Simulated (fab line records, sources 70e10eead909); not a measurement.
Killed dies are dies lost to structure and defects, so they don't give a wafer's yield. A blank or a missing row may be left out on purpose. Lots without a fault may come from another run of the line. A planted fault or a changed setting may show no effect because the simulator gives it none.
Chamber matching | flow nand_harc | NHARC_A_WL_FILL_ALD_02 on ald_metal-01: 4 sister chambers
The step deposits TiN, target thk 2 nm, pulse time 3 s, ald cycles 100. 8 wafers are shown with their chamber, then 12 later ones without.

WAFERS WITH THEIR CHAMBER
wafer  | chamber | heater_power_w (W) | precursor_pulse_height_rel
L082.1 | 1       | 1037               | 0.961
L082.4 | 0       | 910                | 0.985
L087.1 | 2       | 1188               | 1.027
L087.2 | 0       | 929                | 0.996
L087.3 | 3       | 889                | 0.984
L087.4 | 1       | 1018               | 0.999
L087.5 | 2       | 1168               | 0.987
L087.6 | 3       | 922                | 0.996

WAFERS WITHOUT THEIR CHAMBER
wafer  | heater_power_w (W) | precursor_pulse_height_rel
L091.4 | 1039               | 1.007
L091.5 | 946                | 1.020
L091.6 | 915                | 1.009
L092.1 | 941                | 1.016
L092.2 | 1040               | 0.984
L092.3 | 935                | 1.018
L094.2 | 1011               | 1.024
L094.4 | 1145               | 0.995
L094.5 | 1033               | 1.006
L095.3 | 1032               | 1.000
L095.5 | 904                | 1.009
L095.6 | 925                | 0.994

WHICH CHAMBER EACH WENT THROUGH
wafer  | from the rows above     | in truth
L091.4 | 1                       | 1
L091.5 | can't be placed: 0 or 3 | 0
L091.6 | can't be placed: 0 or 3 | 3
L092.1 | can't be placed: 0 or 3 | 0
L092.2 | 1                       | 1
L092.3 | can't be placed: 0 or 3 | 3
L094.2 | 1                       | 1
L094.4 | 2                       | 2
L094.5 | 1                       | 1
L095.3 | 1                       | 1
L095.5 | can't be placed: 3 or 0 | 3
L095.6 | can't be placed: 0 or 3 | 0
Placed correctly: 6 of 12. Can't be placed from these rows: 6 (the true chamber is among the candidates in 6). Placed wrongly: 0.
How it was worked out, from the rows above alone: a wafer's distance from a chamber is the root of the sum, over the readings, of the square of ((its reading less the chamber's mean) divided by the reading's scatter). The wafer belongs to the nearest chamber; if the next one is less than 2 further off, it can't be placed. A chamber's mean is the mean of its shown wafers. The scatter: the root of (the sum of the squares of (reading less its chamber's mean) over the shown wafers, divided by (wafers less chambers)).
